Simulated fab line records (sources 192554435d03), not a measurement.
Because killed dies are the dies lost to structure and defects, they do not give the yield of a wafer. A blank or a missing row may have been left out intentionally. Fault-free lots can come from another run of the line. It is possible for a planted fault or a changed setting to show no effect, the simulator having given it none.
fab line records ; flow n5-finfet
[record] lots = 9; wafers = 27; last-day = 17
route steps=1938 shown BEOL_M4@1111 BEOL_M8@1394 BEOL_M9@1403 PASSIVATION@1936
lots with no fault: from the same line, run without faults
start-h: start of the lot's first displayed wafer, in hours after the record's first day ; wait-h: how many hours have passed since the lot's step before this one ; " unchanged from the row above ; L1.1+2: a single row standing in for several wafers ; - either no value or no given start ; * or withheld: withheld ; < > ~ a bound
route shown NAME@n: NAME is a module with steps in the file, n the number in the route of the first one ; usual: mean and standard deviation over wafers with no fault ; same: alike in all rows ; chamber/n: place in a boat ; sites: per-site readings ; _std_site: the standard deviation of these ; _edge_site: inner sites' mean taken away from outer sites' mean ; radius-mm: how far each site lies from the wafer's centre ; mask NAME#n: copy n ; behind: tool/chamber where the wafer was last shaped ; hold: reason for holding the lot/hours on hold/outcome of the hold ; device: whichever transistor did not switch (one of n, p or np) ; end of line: at the end of the route, the tests of the same wafers ; where a step has no rows: the recipe by itself ; killed: not the wafer's yield, but the dies lost to structure and defects at the first sort ; map: per-die view of a wafer (x killed, . not killed, _ where there is no die)
set.NAME: the run value of the setting; set.NAME@STEP: its run value at that earlier step ; model.NAME: the simulator's own value behind a step, which no gauge read
steps of the route over a sample of lots; a table a step, a row a wafer
services: when a tool's chamber went out of use (start-h, in hours from the record's first day, below 0 if earlier), for how many hours, and the reason
[[steps]]
[step N5_BEOL_M4_RC_MEAS_101]
[usual] DIBL_N = 36.0/1.7; DIBL_P = 35.8/2; IOFF_N = 0.15/0.03; IOFF_P = 0.20/0.037; ION_N = 670/12; ION_P = 460/7.2; SS_N = 71.5/0.68; SS_P = 73.2/0.65; VT_N = 250/3.1; VT_P = -251/3.4
lot.wafer;tool;chamber;start-h;wait-h;DIBL_N[mV/V];DIBL_P[mV/V];IOFF_N[nA/um];IOFF_P[nA/um];ION_N[uA/um];ION_P[uA/um];SS_N[mV/dec];SS_P[mV/dec];VT_N[mV];VT_P[mV]
L216.3;prober-02;0;177.73;0.3;38.8;39.1;0.20;0.28;671;463;72.0;74.1;246;-244
L216.5;prober-02;0;177.73;0.3;37.2;37.0;0.16;0.22;664;459;71.6;72.7;249;-247
L216.6;prober-02;0;177.73;0.3;36.9;35.8;0.14;0.21;667;460;72.1;73.2;250;-250
L215.3;prober-01;0;180.80;0.3;34.3;33.3;0.12;0.16;668;456;71.9;72.0;251;-252
L215.4;prober-01;0;180.80;0.3;35.8;34.4;0.15;0.17;677;457;72.1;72.7;247;-253
L215.5;prober-01;0;180.80;0.3;36.6;34.3;0.15;0.16;646;440;72.3;72.8;252;-253
L217.2;prober-01;0;195.43;0.2;39.0;38.2;0.22;0.31;669;465;72.4;75.0;244;-240
L217.3;prober-01;0;195.43;0.2;39.3;38.9;0.23;0.33;663;463;72.1;74.9;244;-241
L217.4;prober-01;0;195.43;0.2;34.0;32.5;0.12;0.20;657;464;70.2;72.8;250;-246
L219.2;prober-01;0;200.75;0.2;36.3;37.4;0.15;0.21;654;448;70.6;73.9;248;-252
L219.4;prober-01;0;200.75;0.2;34.4;36.1;0.13;0.18;663;460;71.2;73.1;252;-251
L219.6;prober-01;0;200.75;0.2;39.2;40.2;0.20;0.27;669;455;73.0;74.0;246;-251
L221.1;prober-01;0;219.75;0.0;37.8;37.9;0.17;0.24;666;464;72.3;73.3;249;-248
L221.4;prober-01;0;219.75;0.0;40.1;41.5;0.24;0.30;692;474;72.6;74.2;244;-246
L221.5;prober-01;0;219.75;0.0;37.4;36.9;0.17;0.21;683;464;72.0;73.6;252;-249
L229.3;prober-01;0;266.22;0.3;36.8;35.9;0.17;0.19;682;462;71.5;73.5;247;-251
L229.4;prober-01;0;266.22;0.3;33.2;33.4;0.12;0.16;677;466;70.2;72.4;252;-254
L229.6;prober-01;0;266.22;0.3;35.1;33.8;0.14;0.16;665;451;71.2;73.3;254;-257
L230.2;prober-02;0;282.10;0.2;34.7;33.5;0.13;0.19;671;460;71.4;72.2;252;-249
L230.3;prober-02;0;282.10;0.2;36.5;35.0;0.15;0.22;647;448;72.0;72.6;251;-247
L230.5;prober-02;0;282.10;0.2;36.4;35.7;0.15;0.22;658;456;71.8;72.8;251;-247
L232.4;prober-01;0;290.17;0.5;35.0;35.2;0.14;0.21;677;466;70.9;73.5;249;-249
L232.5;prober-01;0;290.17;0.5;36.0;35.9;0.16;0.21;683;461;71.0;73.1;250;-250
L232.6;prober-01;0;290.17;0.5;36.9;37.6;0.17;0.24;690;470;71.8;73.5;250;-246
L236.1;prober-02;0;317.11;0.0;36.1;37.4;0.16;0.21;685;467;71.8;73.0;251;-252
L236.3;prober-02;0;317.11;0.0;32.9;33.9;0.12;0.17;672;457;70.4;72.3;252;-252
L236.5;prober-02;0;317.11;0.0;36.1;37.3;0.16;0.20;681;460;71.1;73.9;249;-253
[step N5_BEOL_M8_ANNEAL_51]
[recipe] temp-c = 225; time-s = 90; ambient = N2
[usual] wafer_temp_C_max = 226.0/0.35
lot.wafer;tool;chamber;start-h;wait-h;wafer_temp_C_max
L216.3;rtp-anneal-01;0;220.62;0.4;226.0
L216.5;rtp-anneal-01;0;220.62;0.4;226.2
L216.6;rtp-anneal-01;0;220.62;0.4;225.8
L215.3;rtp-anneal-02;0;221.38;0.1;226.2
L215.4;rtp-anneal-02;0;221.38;0.1;226.0
L215.5;rtp-anneal-02;0;221.38;0.1;226.2
L219.2;rtp-anneal-02;0;241.78;0.1;225.9
L219.4;rtp-anneal-02;0;241.78;0.1;226.3
L219.6;rtp-anneal-02;0;241.78;0.1;226.1
L217.2;rtp-anneal-01;0;243.12;0.3;226.1
L217.3;rtp-anneal-01;0;243.12;0.3;225.7
L217.4;rtp-anneal-01;0;243.12;0.3;226.1
L221.1;rtp-anneal-01;0;259.44;0.2;226.1
L221.4;rtp-anneal-01;0;259.44;0.2;225.4
L221.5;rtp-anneal-01;0;259.44;0.2;225.6
L229.3;rtp-anneal-02;0;302.27;0.1;226.2
L229.4;rtp-anneal-02;0;302.27;0.1;226.1
L229.6;rtp-anneal-02;0;302.27;0.1;226.0
L230.2;rtp-anneal-01;0;317.76;1.0;225.6
L230.3;rtp-anneal-01;0;317.76;1.0;225.8
L230.5;rtp-anneal-01;0;317.76;1.0;225.7
L232.4;rtp-anneal-02;0;325.90;0.2;226.6
L232.5;rtp-anneal-02;0;325.90;0.2;226.5
L232.6;rtp-anneal-02;0;325.90;0.2;226.7
L236.1;rtp-anneal-02;0;354.76;1.1;226.6
L236.3;rtp-anneal-02;0;354.76;1.1;226.3
L236.5;rtp-anneal-02;0;354.76;1.1;226.1
[step N5_BEOL_M8_CMP_52]
[recipe] stop-on = SiCOH_lowk; t-overpolish-s = 6.9; down-force-psi = 1; platen-rpm = 50; clearing-platen-down-force-psi = 1.5; clearing-platen-rpm = 50; post-cmp-clean = cu-alkaline; target-thk-nm = 80; clearing-platen-pad-velocity-m-s = 0.99484; pad-velocity-m-s = 0.99484
[usual] barrier-field-endpoint-s = 28.9/0.76; motor-current-A = 5.9/0.52; overpolish-run-s = 6.899/0.01; time-to-endpoint-s = 62.0/2.8
lot.wafer;tool;chamber;start-h;wait-h;barrier-field-endpoint-s;motor-current-A;overpolish-run-s;time-to-endpoint-s
L216.3;cmp-01;2;220.86;0.2;28.5;6.5;6.911;64.9
L216.5;cmp-01;1;220.86;0.2;28.5;6.6;6.905;61.4
L216.6;cmp-01;2;220.86;0.2;28.6;6.4;6.919;64.2
L215.4;cmp-04;3;221.62;0.2;29.4;6.2;6.884;63.0
L215.3;cmp-04;0;221.62;0.2;28.6;5.8;6.905;60.8
L215.5;cmp-04;2;221.62;0.2;27.5;6.0;6.905;56.3
L219.2;cmp-04;1;242.07;0.2;28.1;6.0;6.897;61.4
L219.4;cmp-04;3;242.07;0.2;28.0;6.0;6.902;62.5
L219.6;cmp-04;0;242.07;0.2;28.6;5.6;6.902;62.2
L217.4;cmp-04;1;243.42;0.2;28.7;5.9;6.892;65.9
L217.2;cmp-04;2;243.42;0.2;27.8;6.0;6.890;57.0
L217.3;cmp-04;3;243.42;0.2;28.8;6.6;6.890;62.2
L221.1;cmp-04;1;259.73;0.3;46.8;6.2;0.039;80.4
L221.4;cmp-04;0;259.73;0.3;29.8;5.8;6.904;64.2
L221.5;cmp-04;1;259.73;0.3;30.5;5.9;6.893;64.9
L229.4;cmp-01;2;302.49;0.1;28.4;6.5;6.888;61.4
L229.3;cmp-01;3;302.49;0.1;29.1;5.3;6.888;58.0
L229.6;cmp-01;2;302.49;0.1;29.1;6.4;6.883;62.7
L230.3;cmp-03;1;318.05;0.2;27.5;6.4;6.885;60.9
L230.2;cmp-03;2;318.05;0.2;28.6;5.2;6.917;64.2
L230.5;cmp-03;0;318.05;0.2;29.1;6.0;6.898;62.7
L232.4;cmp-01;2;326.14;0.2;29.2;6.4;6.907;60.4
L232.6;cmp-01;0;326.14;0.2;29.4;4.7;6.920;59.7
L232.5;cmp-01;1;326.14;0.2;29.3;6.5;6.893;63.0
L236.1;cmp-04;0;355.07;0.3;30.0;5.6;6.882;62.8
L236.3;cmp-04;2;355.07;0.3;29.1;6.0;6.916;57.6
L236.5;cmp-04;0;355.07;0.3;30.4;6.0;6.905;60.5
[step N5_BEOL_M8_THK_MEAS_53]
[recipe] thk-meas-gauge = xrf; reads = Cu_of_BEOL_M8_ECD_50
[usual] M8_THK = 79.5/1.8
lot.wafer;tool;chamber;start-h;wait-h;M8_THK[nm]
L216.3;film-metro-02;-;221.13;-;78.1
L216.5;film-metro-02;-;221.13;-;81.4
L216.6;film-metro-02;-;221.13;-;77.6
L215.3;film-metro-02;-;221.88;-;78.6
L215.4;film-metro-02;-;221.88;-;81.3
L215.5;film-metro-02;-;221.88;-;78.5
L219.2;film-metro-01;-;242.33;-;79.0
L219.4;film-metro-01;-;242.33;-;81.3
L219.6;film-metro-01;-;242.33;-;80.9
L217.2;film-metro-02;-;243.68;-;79.6
L217.3;film-metro-02;-;243.68;-;81.5
L217.4;film-metro-02;-;243.68;-;80.6
L221.1;film-metro-01;-;260.03;-;198.7
L221.4;film-metro-01;-;260.03;-;80.4
L221.5;film-metro-01;-;260.03;-;81.3
L229.3;film-metro-01;-;302.79;-;78.1
L229.4;film-metro-01;-;302.79;-;77.1
L229.6;film-metro-01;-;302.79;-;77.2
L230.2;film-metro-01;-;318.30;-;77.4
L230.3;film-metro-01;-;318.30;-;80.9
L230.5;film-metro-01;-;318.30;-;81.0
L232.4;film-metro-02;-;326.36;-;79.3
L232.5;film-metro-02;-;326.36;-;79.7
L232.6;film-metro-02;-;326.36;-;77.8
L236.1;film-metro-02;-;355.36;-;81.3
L236.3;film-metro-02;-;355.36;-;78.6
L236.5;film-metro-02;-;355.36;-;81.6
[step N5_BEOL_M8_DEP_56]
[recipe] material = SiCN; target-thk-a = 100; temp-c = withheld; precursor = 3MS/NH3; pressure-torr = 3; rf-w = 202; time-s = 17.5
[usual] showerhead-plenum-p-Torr = 3.661/0.013; throttle-valve-pct = 9.0/0.46
lot.wafer;tool;chamber;start-h;wait-h;showerhead-plenum-p-Torr;throttle-valve-pct
L216.3;pecvd-04;0;221.19;0.0;3.655;9.7
L216.5;pecvd-04;2;221.19;0.0;3.667;8.8
L216.6;pecvd-04;0;221.19;0.0;3.663;9.8
L215.3;pecvd-04;2;221.94;0.0;3.663;8.9
L215.4;pecvd-04;0;221.94;0.0;3.662;9.5
L215.5;pecvd-04;2;221.94;0.0;3.660;8.9
L219.2;pecvd-03;1;242.39;0.0;3.675;9.4
L219.4;pecvd-03;2;242.39;0.0;3.679;8.1
L219.6;pecvd-03;0;242.39;0.0;3.670;9.7
L217.2;pecvd-01;2;243.74;0.0;3.661;8.8
L217.3;pecvd-01;1;243.74;0.0;3.650;9.1
L217.4;pecvd-01;2;243.74;0.0;3.653;8.8
L221.1;pecvd-01;0;260.09;0.0;3.636;9.3
L221.4;pecvd-01;0;260.09;0.0;3.631;9.1
L221.5;pecvd-01;2;260.09;0.0;3.655;8.4
L229.3;pecvd-03;1;302.85;0.0;3.664;9.6
L229.4;pecvd-03;0;302.85;0.0;3.670;9.4
L229.6;pecvd-03;1;302.85;0.0;3.669;9.0
L230.2;pecvd-01;2;318.36;0.0;3.665;8.7
L230.3;pecvd-01;0;318.36;0.0;3.641;9.0
L230.5;pecvd-01;1;318.36;0.0;3.644;9.0
L232.4;pecvd-04;0;326.44;0.0;3.666;9.8
L232.5;pecvd-04;1;326.44;0.0;3.655;8.5
L232.6;pecvd-04;2;326.44;0.0;3.668;9.0
L236.1;pecvd-04;0;355.43;0.0;3.664;10.0
L236.3;pecvd-04;1;355.43;0.0;3.646;8.2
L236.5;pecvd-04;1;355.43;0.0;3.648;8.4
[step N5_BEOL_M8_INSPECT_58]
[recipe] inspect-instrument = darkfield; mode = post-dep
[usual] raw-defect-count = 74/25
lot.wafer;tool;chamber;start-h;wait-h;raw-defect-count
L216.3;defect-inspect-01;-;221.28;0.0;87
L216.5;defect-inspect-01;-;221.28;0.0;75
L216.6;defect-inspect-01;-;221.28;0.0;102
L215.3;defect-inspect-02;-;222.04;0.0;55
L215.4;defect-inspect-02;-;222.04;0.0;62
L215.5;defect-inspect-02;-;222.04;0.0;41
L219.2;defect-inspect-02;-;242.49;0.0;137
L219.4;defect-inspect-02;-;242.49;0.0;98
L219.6;defect-inspect-02;-;242.49;0.0;73
L217.2;defect-inspect-01;-;243.83;0.0;94
L217.3;defect-inspect-01;-;243.83;0.0;37
L217.4;defect-inspect-01;-;243.83;0.0;43
L221.1;defect-inspect-01;-;260.20;0.0;1016
L221.4;defect-inspect-01;-;260.20;0.0;100
L221.5;defect-inspect-01;-;260.20;0.0;58
L229.3;defect-inspect-01;-;302.95;0.0;37
L229.4;defect-inspect-01;-;302.95;0.0;36
L229.6;defect-inspect-01;-;302.95;0.0;58
L230.2;defect-inspect-02;-;318.46;0.0;67
L230.3;defect-inspect-02;-;318.46;0.0;74
L230.5;defect-inspect-02;-;318.46;0.0;57
L232.4;defect-inspect-02;-;326.52;0.0;45
L232.5;defect-inspect-02;-;326.52;0.0;49
L232.6;defect-inspect-02;-;326.52;0.0;56
L236.1;defect-inspect-01;-;355.52;0.0;90
L236.3;defect-inspect-01;-;355.52;0.0;81
L236.5;defect-inspect-01;-;355.52;0.0;83
[step N5_BEOL_M9_THK_MEAS_01]
[recipe] reads = SiCOH_lowk_of_BEOL_M9_ILD_DEP_00
[usual] M9_ILD_THK = 269/3.4
lot.wafer;tool;chamber;start-h;wait-h;M9_ILD_THK[nm]
L216.3;film-metro-01;-;221.94;0.3;272
L216.5;film-metro-01;-;221.94;0.3;276
L216.6;film-metro-01;-;221.94;0.3;274
L215.3;film-metro-02;-;222.67;0.3;265
L215.4;film-metro-02;-;222.67;0.3;266
L215.5;film-metro-02;-;222.67;0.3;270
L219.2;film-metro-02;-;243.11;0.4;262
L219.4;film-metro-02;-;243.11;0.4;271
L219.6;film-metro-02;-;243.11;0.4;266
L217.2;film-metro-01;-;244.46;0.4;269
L217.3;film-metro-01;-;244.46;0.4;271
L217.4;film-metro-01;-;244.46;0.4;273
L221.4;film-metro-02;-;260.83;0.2;267
L221.5;film-metro-02;-;260.83;0.2;276
L229.3;film-metro-02;-;304.06;0.5;265
L229.4;film-metro-02;-;304.06;0.5;266
L229.6;film-metro-02;-;304.06;0.5;269
L230.2;film-metro-01;-;319.09;0.4;267
L230.3;film-metro-01;-;319.09;0.4;270
L230.5;film-metro-01;-;319.09;0.4;277
L232.4;film-metro-02;-;327.15;0.2;274
L232.5;film-metro-02;-;327.15;0.2;276
L232.6;film-metro-02;-;327.15;0.2;270
L236.1;film-metro-02;-;356.15;0.4;270
L236.3;film-metro-02;-;356.15;0.4;268
L236.5;film-metro-02;-;356.15;0.4;272
[step N5_PASSIVATION_PROBE_49]
[usual] defect-limited-yield = 91.4/1.5; killed_at_M0_to_M3 = 32/9.8; killed_at_M4_up = 15/5.6; killed-at-contacts = 12/5.4; killed-at-front-end = 40/13; killed-at-other = 3.0/2.1; killed-dies = 102/17; killed-on-rim = 14/4.4; killed-open = 67/13; killed-short = 32/7.1; sort_bin_5_function = 5.1/0.96; sort_bin_6_memory = 3.2/0.7; sort_bin_8_speed = 0.0/0.3; sort-n-pass = 1078/18; sort-yield-pct = 91.3/1.5
[same] gross-dies = 1180; killed-at-back-side = 0; sort_bin_4_leakage[%] = 0
lot.wafer;tool;chamber;start-h;wait-h;defect-limited-yield[%];killed_at_M0_to_M3;killed_at_M4_up;killed-at-contacts;killed-at-front-end;killed-at-other;killed-dies;killed-on-rim;killed-open;killed-short;sort_bin_5_function[%];sort_bin_6_memory[%];sort_bin_8_speed[%];sort-n-pass;sort-yield-pct[%]
L217.2;prober-01;-;312.35;0.1;92.5;30;23;6;29;1;89;9;58;30;5.0;2.4;0;1091;92.5
L217.3;prober-01;-;312.40;0.1;92.9;21;25;8;28;2;84;13;53;25;4.8;2.3;0;1096;92.9
L217.4;prober-01;-;312.45;0.2;93.2;23;17;3;37;0;80;12;55;18;3.4;3.0;0;1100;93.2
L221.1;prober-02;-;322.25;0.0;0;23;1108;7;38;4;1180;152;56;23;4.2;2.4;0;0;0
L221.4;prober-02;-;322.40;0.2;92.7;28;15;6;36;1;86;9;52;33;4.2;3.0;0;1094;92.7
L221.5;prober-02;-;322.45;0.2;93.6;26;10;9;25;6;76;12;42;32;4.7;1.4;0;1104;93.6
L229.3;prober-02;-;369.90;0.1;87.5;38;27;8;75;0;148;13;91;49;6.4;4.8;0;1032;87.5
L229.4;prober-02;-;369.95;0.2;90.5;32;11;20;46;3;112;18;74;36;5.5;3.9;0;1068;90.5
L229.6;prober-02;-;370.05;0.3;91.2;29;12;14;44;5;104;16;71;28;4.8;3.6;0;1076;91.2
L230.2;prober-02;-;393.88;0.1;93.8;22;8;3;37;3;73;10;44;29;3.3;2.7;0;1107;93.8
L230.3;prober-02;-;393.93;0.1;93.2;24;12;19;25;0;80;11;57;21;3.2;3.6;0;1100;93.2
L230.5;prober-02;-;394.03;0.2;93.0;35;11;17;19;1;83;10;47;33;4.1;3.0;0;1097;93.0
// killed by level:class
L217.2 BEOL_M4:geometric-particle:open=16 BEOL_M3:geometric-particle:open=9 BEOL_M1:geometric-particle:open=7 STARTING-WAFER:geometric-particle:short=6 STI_FIN_REVEAL:geometric-particle:open=5 MOL_CONTACT_COAG:geometric-particle:open=5 BEOL_M0_SAQP:geometric-particle:short=5 BEOL_M4:geometric-particle:short=5
L217.3 BEOL_M4:geometric-particle:open=13 MOL_CONTACT_COAG:geometric-particle:open=8 GATE_CUT:geometric-particle:short=6 BEOL_M0_SAQP:geometric-particle:open=6 FIN_CUT:geometric-particle:short=4 GATE_CUT:geometric-particle:open=4 BEOL_M0_SAQP:geometric-particle:short=4 BEOL_M1:geometric-particle:open=3
L217.4 BEOL_M4:geometric-particle:open=9 BEOL_M3:geometric-particle:open=6 BEOL_M2:geometric-particle:open=5 FIN_SAQP:geometric-particle:open=4 FIN_CUT:geometric-particle:open=4 STI_FIN_REVEAL:geometric-particle:open=4 HKMG_FIN:area-etch=4 FIN_SAQP:geometric-particle:short=3
L221.1 BEOL_M8:area-cmp=1100 STI_FIN_REVEAL:geometric-particle:open=13 BEOL_M0_SAQP:geometric-particle:short=6 BEOL_M1:geometric-particle:open=6 MOL_CONTACT_COAG:geometric-particle:open=5 BEOL_M0_SAQP:geometric-particle:open=5 GATE_CUT:geometric-particle:short=4 FIN_SAQP:geometric-particle:open=3
L221.4 GATE_CUT:geometric-particle:short=9 GATE_CUT:geometric-particle:open=7 BEOL_M2:geometric-particle:open=7 BEOL_M0_SAQP:geometric-particle:open=6 BEOL_M0_SAQP:geometric-particle:short=5 BEOL_M4:geometric-particle:open=5 FIN_SAQP:geometric-particle:short=4 DUMMY_GATE:geometric-particle:open=4
L221.5 MOL_CONTACT_COAG:geometric-particle:open=6 BEOL_M0_SAQP:geometric-particle:open=5 STARTING-WAFER:geometric-particle:short=5 FIN_SAQP:geometric-particle:short=4 BEOL_M0_SAQP:geometric-particle:short=4 BEOL_M1:geometric-particle:open=4 BEOL_M1:geometric-particle:short=4 BEOL_M4:geometric-particle:open=4
L229.3 STI_FIN_REVEAL:geometric-particle:open=21 BEOL_M4:geometric-particle:open=15 FIN_SAQP:geometric-particle:short=13 FIN_SAQP:geometric-particle:open=12 BEOL_M0_SAQP:geometric-particle:open=11 BEOL_M0_SAQP:geometric-particle:short=10 STI_FIN_REVEAL:geometric-particle:short=7 HKMG_FIN:area-etch=7
L229.4 STI_FIN_REVEAL:geometric-particle:open=20 MOL_CONTACT_COAG:geometric-particle:open=11 MOL_CONTACT_COAG:geometric-particle:short=9 BEOL_M4:geometric-particle:open=9 STI_FIN_REVEAL:geometric-particle:short=8 BEOL_M0_SAQP:geometric-particle:short=8 FIN_SAQP:geometric-particle:open=5 GATE_CUT:geometric-particle:short=5
L229.6 STI_FIN_REVEAL:geometric-particle:open=25 MOL_CONTACT_COAG:geometric-particle:open=13 BEOL_M0_SAQP:geometric-particle:open=8 BEOL_M2:geometric-particle:open=8 STI_FIN_REVEAL:geometric-particle:short=6 BEOL_M4:geometric-particle:open=5 BEOL_M0_SAQP:geometric-particle:short=3 BEOL_M1:geometric-particle:open=3
L230.2 FIN_SAQP:geometric-particle:short=6 BEOL_M2:geometric-particle:open=5 STI_FIN_REVEAL:geometric-particle:open=4 DUMMY_GATE:geometric-particle:open=4 ILD0:geometric-particle:short=4 GATE_CUT:geometric-particle:short=4 BEOL_M0_SAQP:geometric-particle:short=4 BEOL_M2:geometric-particle:short=4
L230.3 MOL_CONTACT_COAG:geometric-particle:open=15 FIN_SAQP:geometric-particle:open=7 BEOL_M2:geometric-particle:open=6 STI_FIN_REVEAL:geometric-particle:open=5 BEOL_M0_SAQP:geometric-particle:open=5 MOL_CONTACT_COAG:geometric-particle:short=4 BEOL_M0_SAQP:geometric-particle:short=4 BEOL_M3:geometric-particle:open=4
L230.5 MOL_CONTACT_COAG:geometric-particle:open=10 BEOL_M2:geometric-particle:open=9 BEOL_M1:geometric-particle:open=7 MOL_CONTACT_COAG:geometric-particle:short=7 BEOL_M3:geometric-particle:open=5 BEOL_M0:geometric-particle:open=4 BEOL_M1:geometric-particle:short=4 STARTING-WAFER:geometric-particle:open=4
[[services]]
tool;chamber;start-h;hours;kind
pecvd-03;2;202.38;-;clean
pecvd-03;2;202.38;-;consumable-replace:showerhead
pecvd-03;2;202.38;29.0;scheduled-down
pecvd-03;2;202.38;29.0;vent-cycle
cmp-04;-;210.91;1.6;repair
cmp-01;-;216.91;1.5;repair
cmp-03;-;230.98;19.1;repair
pecvd-03;2;233.23;2.1;scheduled-down
cmp-04;-;235.93;5.2;pm
cmp-01;-;243.50;4.0;pm
cmp-04;-;243.75;1.7;repair
cmp-01;-;247.50;-;consumable-replace:conditioner
cmp-01;-;247.50;-;consumable-replace:pad
cmp-04;-;291.40;4.0;pm
cmp-01;-;295.19;3.3;repair
cmp-04;-;295.40;-;consumable-replace:conditioner
cmp-04;-;295.40;-;consumable-replace:pad
cmp-03;-;320.24;0.8;repair
cmp-03;-;322.89;7.7;pm
cmp-03;-;333.23;4.0;pm
cmp-03;-;337.23;-;consumable-replace:conditioner
cmp-03;-;337.23;-;consumable-replace:pad
pecvd-03;1;349.09;5.5;scheduled-down
rtp-anneal-02;-;350.01;2.3;pm
[[key]]
[first-sign] step = N5_BEOL_M8_CMP_52; reading = overpolish-run-s; direction = down; sigmas = 99+; usual = 6.899; struck = 0.039
[effect] step = N5_BEOL_M8_CMP_52; reading = barrier-field-endpoint-s; direction = up; sigmas = 23; usual = 28.9; struck = 46.8
[effect] step = N5_BEOL_M8_THK_MEAS_53; reading = M8_THK; direction = up; sigmas = 68; usual = 79.5; struck = 198.7
[effect] step = N5_BEOL_M8_INSPECT_58; reading = raw-defect-count; direction = up; sigmas = 38; usual = 74; struck = 1016
[effect] step = N5_PASSIVATION_PROBE_49; reading = killed_at_M4_up; direction = up; sigmas = 99+; usual = 15; struck = 1108
[more-kills-born-at] N5_BEOL_M8_CMP_52@cmp-04 = 1100
met-at N5_BEOL_M8_CMP_52
struck-lots L221
struck-wafers L221.1
later-rows-left-out L221.1
not-acting-at N5_BEOL_M8_ANNEAL_51,N5_BEOL_M8_DEP_56,N5_BEOL_M9_THK_MEAS_01
onset-between 243.42 259.73
[fault] kind = process-parameter-drift; tool = cmp-04; chamber = -; onset-h = 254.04; steps = N5_BEOL_M8_CMP_52; channel = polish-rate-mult; offset = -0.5; shape = step; end-h = 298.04; scope = struck-wafers-only
// later-rows-left-out: the simulator's readings of these wafers behind a module that went badly wrong aren't trusted and aren't shown, but for the sort
